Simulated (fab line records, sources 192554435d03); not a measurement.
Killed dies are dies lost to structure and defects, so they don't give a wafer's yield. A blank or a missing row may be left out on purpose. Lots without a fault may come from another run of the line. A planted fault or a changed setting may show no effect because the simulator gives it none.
fab line records | flow n5_finfet
record lots=4 wafers=12 last_day=17
route steps=1938 shown MOL_CONTACT_COAG@572 BEOL_M4@1111 PASSIVATION@1936
lots that met no fault: from a run of the same line without faults
start_h: hours from the record's first day to the start of the lot's first wafer shown | wait_h: hours since the lot's step before | " the same as in the row above | L1.1+2: a row that stands for several wafers | - no value, or no start given | * or withheld: withheld | < > ~ a bound
route shown NAME@n: a module of which the file shows steps, and the number in the route of the first | usual: mean/standard deviation of fault-free wafers | same: alike in all rows | chamber/n: place in a boat | sites: the reading at each site | _std_site: their standard deviation | _edge_site: outer sites' mean less inner sites' | radius_mm: how far each site lies from the wafer's centre | mask NAME#n: copy n | behind: the tool/chamber that last shaped the wafer | hold: why the lot was held/for how many hours/how that ended | device: the transistor (n, p or np) that didn't switch | end of line: the same wafers' tests at the end of the route | a step without rows: its recipe alone | killed: dies lost to structure and defects at the first sort, not the wafer's yield | map: a wafer's dies, x killed, . not, _ none there
set.NAME: the setting as run; set.NAME@STEP: as run at that earlier step | model.NAME: the simulator's own value behind a step, which no gauge read
lots at some steps of the route; a table a step, a row a wafer
services: from which hour (start_h, from the record's first day; less than 0 if before it) a tool's chamber was out of use, for how many hours, and why
## steps
# step N5_MOL_CONTACT_COAG_DEVELOP_83
# recipe develop_time_s=30 developer=TMAH resist=CAR-EUV rinse_liquid=surfactant_rinse dry=air_spin dev_temp_c=23
# step N5_MOL_CONTACT_COAG_DESCUM_88
# recipe chemistry=O2 time_s=7 source_power_w=50 bias_power_w=20 pressure_mtorr=20 rf_frequency_hz=2.712e+07 temp_c=40 resist=CAR-EUV o2_flow_sccm=225
# step N5_MOL_CONTACT_COAG_ETCH_89
# recipe chemistry=N2/H2 target=underlayer target_depth_a=130 mask_material=CAR-EUV time_s=10.4 ion_energy_ev=200 pressure_mtorr=30 source_w=840 bias_w=150 n2_flow_sccm=200 h2_flow_sccm=200 ends=cleared
# step N5_MOL_CONTACT_COAG_ETCH_90
# recipe chemistry=CF4 target=SiARC target_depth_a=130 mask_material=CAR-EUV time_s=21.7 ion_energy_ev=80 pressure_mtorr=40 source_w=545 bias_w=36 Ar_flow_sccm=100 cf4_flow_sccm=100 ends=cleared
# step N5_MOL_CONTACT_COAG_ALD_131
# recipe material=SiO2 target_thk_a=50 temp_c=100 ald_precursor_family=BDEAS ald_co_reactant=O2-plasma pulse_time_s=1 co_reactant_pulse_time_s=1 purge_time_s=2 co_reactant_purge_time_s=2 ald_cycles=35 pressure_torr=2
# step N5_MOL_CONTACT_COAG_ETCHBACK_132
# recipe chemistry=CHF3 target=SiO2 target_depth_a=100 time_s=6.7 ion_energy_ev=200 pressure_mtorr=30 source_w=610 bias_w=170 Ar_flow_sccm=200 CHF3_flow_sccm=50
# step N5_MOL_CONTACT_COAG_ETCH_91
# recipe chemistry=N2/H2 target=SOC target_depth_a=600 overetch_a=210 mask_material=SiARC temp_c=40 time_s=101.2 ion_energy_ev=200 pressure_mtorr=30 source_w=840 bias_w=150 n2_flow_sccm=200 h2_flow_sccm=200
# step N5_MOL_CONTACT_COAG_STRIP_92
# recipe chemistry=N2/H2 temp_c=40 n2_flow_sccm=200 h2_flow_sccm=200 rf_frequency_hz=6e+07
# step N5_MOL_CONTACT_COAG_STRIP_93
# recipe chemistry=N2/H2 temp_c=40 n2_flow_sccm=200 h2_flow_sccm=200 rf_frequency_hz=6e+07
# step N5_MOL_CONTACT_COAG_ETCHBACK_135
# recipe chemistry=CHF3 target=SiO2 target_depth_a=250 time_s=16.7 ion_energy_ev=200 pressure_mtorr=30 source_w=610 bias_w=170 Ar_flow_sccm=200 CHF3_flow_sccm=50
# usual drypump_motor_current_A=5.5/0.42 mfc_ar_sccm=200.0/0.7 oes_f_703_au=0.78/0.082 oes_product_au=0.78/0.083 rf_vpp_V=522/18 showerhead_plenum_p_Torr=2.36/0.064 throttle_valve_pct=18.73/0.16
# columns lot.wafer tool chamber start_h wait_h drypump_motor_current_A mfc_ar_sccm oes_f_703_au oes_product_au rf_hours_counter_h rf_vpp_V showerhead_plenum_p_Torr throttle_valve_pct model.SOC_of_MOL_CONTACT_COAG_COAT_75.thk_nm
L192.2 rie_diel-02 2 100.39 0.0 4.8 201.2 0.76 0.77 152 516 2.44 18.50 57.4
L192.4 " 3 " " 5.2 200.2 0.95 0.92 22 525 2.34 18.81 57.2
L192.5 " 1 " " 5.6 200.1 0.73 0.73 - 509 2.26 18.47 57.6
L202.1 rie_diel-02 3 164.38 0.0 5.2 199.0 0.91 1.06 44 525 2.33 18.87 56
L202.4 " 0 " " 5.9 200.7 0.69 0.71 225 540 2.46 18.68 57.2
L202.6 " 2 " " 4.8 198.8 0.75 0.90 - 516 2.43 18.54 56.4
L207.2 rie_diel-02 2 190.07 0.0 4.8 200.9 0.74 0.74 182 516 2.43 18.54 57.4
L207.4 " 1 " " 5.6 199.4 0.71 0.71 202 509 2.25 18.53 57.6
L207.6 " 1 " " 5.7 199.7 0.71 0.86 - 509 2.25 18.56 56.4
L215.1 rie_diel-06 0 240.42 0.0 5.7 199.1 0.95 0.92 18 484 2.34 18.54 57.2
L215.2 " 1 " " 6.1 199.4 0.83 0.86 63 554 2.30 18.82 57.2
L215.6 " 0 " " 5.7 199.7 0.95 0.92 - 486 2.34 18.55 57.2
# step N5_MOL_CONTACT_COAG_STRIP_118
# recipe chemistry=CHF3 resist=SiARC rf_frequency_hz=6e+07
# step N5_MOL_CONTACT_COAG_VIA_ETCH_46
# recipe chemistry=C4F6/O2 target_depth_a=460 overetch_a=92 mask_material=SOC target=SiO2 bias_w=455 pressure_mtorr=10 time_s=40 source_w=325 Ar_flow_sccm=300 C4F6_flow_sccm=10 O2_flow_sccm=10 ion_energy_ev=575.3 ends=end_point
# usual drypump_motor_current_A=5.6/0.41 mfc_ar_sccm=300.0/0.9 oes_f_703_au=0.78/0.08 oes_product_au=0.70/0.068 rf_vpp_V=1580/49 showerhead_plenum_p_Torr=2.81/0.076 throttle_valve_pct=40.7/0.57
# columns lot.wafer tool chamber start_h wait_h drypump_motor_current_A mfc_ar_sccm oes_f_703_au oes_product_au rf_hours_counter_h rf_vpp_V showerhead_plenum_p_Torr throttle_valve_pct model.SOC_of_MOL_CONTACT_COAG_COAT_75.thk_nm
L192.2 rie_diel-02 2 100.42 0.0 4.8 300.6 0.77 0.69 152 1562 2.90 40.0 50.6
L192.4 " 3 " " 5.2 299.5 0.95 0.81 22 1587 2.79 41.3 50.4
L192.5 " 1 " " 5.6 301.2 0.73 0.65 - 1541 2.69 40.0 51
L202.1 rie_diel-02 3 164.41 0.0 5.2 300.9 0.91 0.76 44 1586 2.78 41.3 49
L202.4 " 0 " " 5.9 301.1 0.69 0.65 226 1629 2.93 40.2 50.6
L202.6 " 2 " " 4.8 299.8 0.76 0.66 - 1563 2.89 40.0 49.8
L207.2 rie_diel-02 2 190.10 0.0 4.8 300.0 0.76 0.66 182 1562 2.89 40.0 50.8
L207.4 " 1 " " 5.6 300.3 0.71 0.63 202 1539 2.68 40.0 51
L207.6 " 1 " " 5.6 299.1 0.70 0.65 - 1542 2.68 40.1 49.8
L215.1 rie_diel-06 0 240.46 0.0 5.7 300.5 0.94 0.80 18 1480 2.80 41.1 50.6
L215.2 " 1 " " 6.2 299.1 0.82 0.76 63 1670 2.75 40.8 50.6
L215.6 " 0 " " 5.7 299.0 0.94 0.81 - 1481 2.80 41.1 50.8
# step N5_MOL_CONTACT_COAG_STRIP_96
# recipe chemistry=N2/H2 power_w=500 temp_c=40 pressure_mtorr=50 rf_frequency_hz=6e+07 overash_fraction=0.3 bias_power_w=28 h2_frac=0.5 n2_flow_sccm=300 h2_flow_sccm=300
# step N5_BEOL_M4_RC_MEAS_101
# usual DIBL_N=37.3/2.3 DIBL_P=37.4/2.9 IOFF_N=0.18/0.045 IOFF_P=0.25/0.054 ION_N=679/15 ION_P=468/9.7 SS_N=71.8/0.62 SS_P=73.6/0.76 VT_N=248/4.1 VT_P=-248/3.6
# columns lot.wafer tool chamber start_h wait_h DIBL_N[mV/V] DIBL_P[mV/V] IOFF_N[nA/um] IOFF_P[nA/um] ION_N[uA/um] ION_P[uA/um] SS_N[mV/dec] SS_P[mV/dec] VT_N[mV] VT_P[mV]
L192.2 prober-02 0 163.88 0.2 36.6 34.7 0.15 0.24 671 473 70.9 72.6 251 -246
L192.4 " 0 " " 36.8 35.0 0.15 0.24 664 468 71.2 72.1 249 -249
L192.5 " 0 " " 35.8 33.4 0.13 0.21 668 464 70.8 72.1 250 -247
L202.1 prober-01 0 235.73 0.0 39.3 40.3 0.24 0.27 697 474 73.0 74.3 243 -249
L202.4 " 0 " " 34.9 36.9 0.16 0.22 676 472 71.4 73.0 247 -251
L202.6 " 0 " " 38.3 40.4 0.24 0.29 685 468 72.8 74.1 245 -245
L207.2 prober-01 0 262.46 0.2 36.2 34.5 0.16 0.22 669 462 71.3 73.0 248 -248
L207.4 " 0 " " 37.2 37.1 0.18 0.26 674 463 71.6 73.6 248 -244
L207.6 " 0 " " 43.3 43.2 0.35 0.41 720 493 73.3 75.6 239 -240
L215.1 prober-02 0 301.45 0.0 37.2 36.9 0.20 0.31 704 488 71.1 73.8 247 -243
L215.2 " 0 " " 34.1 32.9 0.12 0.21 657 469 71.4 73.2 256 -249
L215.6 " 0 " " 37.6 36.2 0.18 0.26 673 471 72.6 73.4 249 -246
# step N5_PASSIVATION_PROBE_49
# usual defect_limited_yield=91.3/1.5 killed_at_M0_to_M3=35/8.7 killed_at_M4_up=14/5.5 killed_at_contacts=11/5.6 killed_at_front_end=39/13 killed_at_other=3.7/2.2 killed_dies=103/18 killed_open=69/14 killed_short=33/7.8 sort_bin_4_leakage=0.02/0.15 sort_bin_5_function=5.1/0.99 sort_bin_6_memory=3.3/0.67 sort_n_pass=1077/18 sort_yield_pct=91.2/1.5
# same gross_dies=1180 killed_at_back_side=0 sort_bin_8_speed[%]=0
# columns lot.wafer tool chamber start_h wait_h defect_limited_yield[%] killed_at_M0_to_M3 killed_at_M4_up killed_at_contacts killed_at_front_end killed_at_other killed_dies killed_open killed_short sort_bin_4_leakage[%] sort_bin_5_function[%] sort_bin_6_memory[%] sort_n_pass sort_yield_pct[%]
L192.2 prober-02 - 267.66 0.1 91.9 32 8 19 35 2 96 67 28 0 5.4 2.5 1084 91.9
L192.4 prober-02 - 267.76 0.2 90.7 45 14 11 34 6 110 75 30 0 5.1 4.2 1070 90.7
L192.5 prober-02 - 267.81 0.2 91.3 36 13 16 35 3 103 72 29 0 5.8 2.7 1077 91.3
L202.1 prober-01 - 352.38 0.0 89.9 44 13 4 56 2 119 80 39 0 5.3 4.6 1061 89.9
L202.4 prober-01 - 352.53 0.2 91.2 33 11 8 51 1 104 74 30 0 5.1 3.4 1076 91.2
L202.6 prober-01 - 352.63 0.3 92.3 39 16 6 29 1 91 60 29 0 5.1 2.4 1089 92.3
L207.2 prober-02 - 376.61 0.1 90.0 30 22 21 36 9 118 90 28 0 5.8 4.1 1062 90.0
L207.4 prober-02 - 376.71 0.2 91.5 37 12 8 38 5 100 69 31 0 5.2 3.0 1080 91.5
L207.6 prober-02 - 376.81 0.3 92.8 18 8 16 37 6 85 55 30 1.78 3.7 3.4 1074 91.0
L215.1 prober-01 - 404.94 0.0 89.7 42 17 18 43 1 121 71 48 0 6.6 3.4 1059 89.7
L215.2 prober-01 - 404.99 0.1 89.5 44 13 22 45 0 124 83 41 0 6.8 3.5 1056 89.5
L215.6 prober-01 - 405.19 0.3 89.0 46 24 10 49 1 130 79 50 0 6.4 4.0 1050 89.0
# killed by level:class
L192.2 BEOL_M3:geometric_particle:open=14 STI_FIN_REVEAL:geometric_particle:open=12 MOL_CONTACT_COAG:geometric_particle:open=12 FIN_SAQP:geometric_particle:open=9 MOL_CONTACT_COAG:geometric_particle:short=7 BEOL_M0_SAQP:geometric_particle:open=6 BEOL_M0_SAQP:geometric_particle:short=5 FIN_SAQP:geometric_particle:short=2
L192.4 STI_FIN_REVEAL:geometric_particle:open=14 BEOL_M0_SAQP:geometric_particle:open=11 BEOL_M2:geometric_particle:open=9 BEOL_M3:geometric_particle:open=8 MOL_CONTACT_COAG:geometric_particle:open=7 BEOL_M0_SAQP:geometric_particle:short=7 BEOL_M4:geometric_particle:open=6 FIN_SAQP:geometric_particle:short=4
L192.5 MOL_CONTACT_COAG:geometric_particle:open=13 BEOL_M0_SAQP:geometric_particle:open=10 FIN_SAQP:geometric_particle:open=8 STI_FIN_REVEAL:geometric_particle:open=8 BEOL_M3:geometric_particle:open=7 BEOL_M0_SAQP:geometric_particle:short=5 BEOL_M2:geometric_particle:open=4 STARTING-WAFER:geometric_particle:open=4
L202.1 STI_FIN_REVEAL:geometric_particle:open=16 GATE_CUT:geometric_particle:short=12 BEOL_M2:geometric_particle:open=12 BEOL_M4:geometric_particle:open=10 BEOL_M3:geometric_particle:open=6 FIN_SAQP:geometric_particle:open=5 GATE_CUT:geometric_particle:open=5 BEOL_M0_SAQP:geometric_particle:short=5
L202.4 FIN_SAQP:geometric_particle:open=16 STI_FIN_REVEAL:geometric_particle:open=12 BEOL_M0_SAQP:geometric_particle:open=12 BEOL_M0_SAQP:geometric_particle:short=9 MOL_CONTACT_COAG:geometric_particle:open=8 BEOL_M4:geometric_particle:open=7 SPACER0:geometric_particle:open=5 FIN_SAQP:geometric_particle:short=4
L202.6 BEOL_M0_SAQP:geometric_particle:short=11 BEOL_M0_SAQP:geometric_particle:open=10 FIN_SAQP:geometric_particle:open=7 STI_FIN_REVEAL:geometric_particle:open=7 MOL_CONTACT_COAG:geometric_particle:open=6 BEOL_M3:geometric_particle:open=6 BEOL_M4:geometric_particle:short=6 BEOL_M1:geometric_particle:open=5
L207.2 BEOL_M4:geometric_particle:open=20 MOL_CONTACT_COAG:geometric_particle:open=19 FIN_SAQP:geometric_particle:open=7 BEOL_M0_SAQP:geometric_particle:open=7 BEOL_M1:geometric_particle:open=7 FIN_SAQP:geometric_particle:short=6 DUMMY_GATE:geometric_particle:open=4 BEOL_M2:geometric_particle:open=4
L207.4 STI_FIN_REVEAL:geometric_particle:open=12 BEOL_M0_SAQP:geometric_particle:open=9 BEOL_M0_SAQP:geometric_particle:short=8 MOL_CONTACT_COAG:geometric_particle:open=7 BEOL_M4:geometric_particle:open=7 FIN_SAQP:geometric_particle:open=6 BEOL_M1:geometric_particle:open=5 BEOL_M3:geometric_particle:open=5
L207.6 FIN_SAQP:geometric_particle:short=9 MOL_CONTACT_COAG:geometric_particle:open=9 BEOL_M1:geometric_particle:open=9 FIN_SAQP:geometric_particle:open=8 MOL_CONTACT_COAG:geometric_particle:short=7 STI_FIN_REVEAL:geometric_particle:open=5 BEOL_M4:geometric_particle:open=5 BEOL_M0_SAQP:geometric_particle:open=4
L215.1 MOL_CONTACT_COAG:geometric_particle:open=14 STI_FIN_REVEAL:geometric_particle:open=11 BEOL_M3:geometric_particle:short=10 FIN_SAQP:geometric_particle:open=9 BEOL_M0_SAQP:geometric_particle:short=7 GATE_CUT:geometric_particle:short=6 BEOL_M0_SAQP:geometric_particle:open=6 BEOL_M3:geometric_particle:open=6
L215.2 BEOL_M0_SAQP:geometric_particle:open=19 MOL_CONTACT_COAG:geometric_particle:open=18 FIN_SAQP:geometric_particle:short=11 FIN_SAQP:geometric_particle:open=10 BEOL_M0_SAQP:geometric_particle:short=10 BEOL_M4:geometric_particle:open=10 STI_FIN_REVEAL:geometric_particle:open=7 MOL_CONTACT_COAG:geometric_particle:short=4
L215.6 BEOL_M0_SAQP:geometric_particle:short=14 FIN_SAQP:geometric_particle:short=12 FIN_SAQP:geometric_particle:open=12 STI_FIN_REVEAL:geometric_particle:open=12 BEOL_M0_SAQP:geometric_particle:open=11 BEOL_M4:geometric_particle:open=10 BEOL_M3:geometric_particle:open=8 MOL_CONTACT_COAG:geometric_particle:open=6
## services
# columns tool chamber start_h hours kind
rie_diel-06 2 148.52 29.0 repair
rie_diel-02 3 166.84 4.9 repair
rie_diel-02 - 177.25 2.8 pm
rie_diel-06 0 177.60 - clean
rie_diel-06 0 177.60 - consumable_replace:focus_ring
rie_diel-06 0 177.60 13.5 scheduled_down
rie_diel-06 0 177.60 13.5 vent_cycle
rie_diel-02 0 197.42 3.8 repair
## key
first_sign none at tools or gauges
model_effect step=N5_MOL_CONTACT_COAG_ETCHBACK_135 value=SOC_of_MOL_CONTACT_COAG_COAT_75.thk_nm without=57.13 struck=56.27
model_effect step=N5_MOL_CONTACT_COAG_VIA_ETCH_46 value=SOC_of_MOL_CONTACT_COAG_COAT_75.thk_nm without=50.4 struck=49.53
met_at N5_MOL_CONTACT_COAG_ETCHBACK_135
struck_wafers L202.1,L202.6,L207.6
onset_between 100.39 164.38
fault kind=process_parameter_drift tool=rie_diel-02 chamber=- onset_h=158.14 steps=N5_MOL_CONTACT_COAG_ETCHBACK_135 channel=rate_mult offset=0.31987 shape=step end_h=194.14 scope=struck_wafers_only
